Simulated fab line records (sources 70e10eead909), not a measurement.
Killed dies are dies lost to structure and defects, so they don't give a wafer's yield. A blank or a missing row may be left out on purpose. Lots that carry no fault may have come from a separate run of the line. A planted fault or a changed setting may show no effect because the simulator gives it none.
A lot that was struck, set against a sound lot    flow nand harc    15 out of 1159 route steps
Sound: these wafers, L731.1, L731.2, L731.4. Struck: wafer L734.5 (left out: L734.4, L734.6 of the same lot, which were not struck); the cause appears at the end.
At each step with rows: each side's tool, then ch and its chambers, then its first start. Under that, the readings that differ: sound wafers    struck wafers    difference of the means    sigmas: that difference in standard deviations of wafers without a fault.
alike: words and numbers the same on both sides, and readings whose means are apart by under 2 such deviations; not compared: readings that were withheld, readings missing a value for some wafer, numbers with overlapping values and no deviation given by the record, and bounds like >300 which may hide the same value.
A row with sigmas, a row that says differs or no value, or rows on one side alone: a step with any of these is where the two part. When numbers do not overlap yet have no deviation, they are printed without sigmas and do not part them. Lack of a reading on every wafer of one side parts them only where that side has two or more wafers.

first, 7 steps without rows for these wafers: NHARC_A_CONTACT_COAT_35 (time 65 s); NHARC_A_CONTACT_COAT_36 (resist thk 90 nm); NHARC_A_CONTACT_SOFTBAKE_37 (time 55 s); NHARC_A_CONTACT_EBR_38; NHARC_A_CONTACT_EXPOSE_39 (exposes mask A CC 3); NHARC_A_CONTACT_PEB_40 (peb time 65 s); NHARC_A_CONTACT_DEVELOP_41 (develop time 35 s).
NHARC_A_CONTACT_CD_MEAS_42: target cd 200 nm.
  sound on cd sem-03 ch 0, day 17 10:31; struck on cd sem-02 ch 0, day 18 14:34
  alike: cd nm
NHARC_A_CONTACT_OVL_MEAS_43:
  sound on overlay-01 at day 17 10:37; struck on overlay-01 at day 18 14:39
reading            sound           struck  difference  sigmas
overlay x nm (nm)  -0.5 -0.5 -0.4  1.4     +1.9        +2
  alike: overlay y nm
NHARC_A_CONTACT_INSPECT_44:
  sound on defect inspect-01 at day 17 10:39; struck on defect inspect-01 at day 18 14:41
  alike: raw defect count
NHARC_A_CONTACT_DESCUM_47: chemistry O2, time 3 s.
  sound on rie diel-08 ch 1,2,3, day 17 10:43; struck on rie diel-03 ch 0, day 18 14:46
  alike: drypump motor current A, oes product au, rf vpp V, showerhead plenum p Torr, throttle valve pct
  not compared: rf hours counter h
NHARC_A_CONTACT_ETCH_48: etches the open film in CF4, target depth 39 nm, time 65 s.
  sound on rie diel-08 ch 0,1,2, day 17 10:50; struck on rie diel-03 ch 3, day 18 14:50
reading                      sound        struck  difference  sigmas
drypump motor current A (A)  5.0 6.0 5.4  6.5     +1.0        +2
  alike: oes product au, rf vpp V, run length s, showerhead plenum p Torr, throttle valve pct
  not compared: rf hours counter h
NHARC_A_CONTACT_ETCH_49: etches the open film in N2/H2, target depth 260 nm, time 475.3 s.
  sound on rie diel-08 ch 0,1,2, day 17 10:56; struck on rie diel-03 ch 2, day 18 14:59
reading           sound              struck  difference  sigmas
run length s (s)  496.8 497.0 496.5  379.9   -116.9      -99 or more
  alike: drypump motor current A, oes product au, rf vpp V, showerhead plenum p Torr, throttle valve pct
  not compared: rf hours counter h
NHARC_A_CONTACT_ETCH_50: etches the open film in CF4/CHF3, target depth 84.7 nm, time 42.4 s.
  sound on rie diel-08 ch 1,2,3; struck on rie diel-03 ch 2
reading                sound              struck  difference  sigmas
oes product au (a.u.)  0.932 0.925 0.937  0.979   +0.048      +2
run length s (s)       63.4 64.0 64.0     62.7    -1.1        -3
  alike: drypump motor current A, rf vpp V, showerhead plenum p Torr, throttle valve pct
  not compared: rf hours counter h
-- record jumps: 4 days between struck wafers' starts before vs after; left off in module A_CONTACT, resumes in module END, first step shown is number 1159 of the route --
NHARC_END_SORT_01:
  sound on prober-02 ch 0, day 20 12:25; struck on prober-02 ch 0, day 22 09:08
reading          sound     struck  difference  sigmas
killed at array  22 33 31  154     +125        +11
killed dies      27 34 33  157     +126        +11
  alike: killed at other, killed at periphery, killed open, killed short

== WHERE THEY PART ==
First at NHARC_A_CONTACT_OVL_MEAS_43; last, within this record, at NHARC_END_SORT_01.

WHY: the cause the simulator had injected
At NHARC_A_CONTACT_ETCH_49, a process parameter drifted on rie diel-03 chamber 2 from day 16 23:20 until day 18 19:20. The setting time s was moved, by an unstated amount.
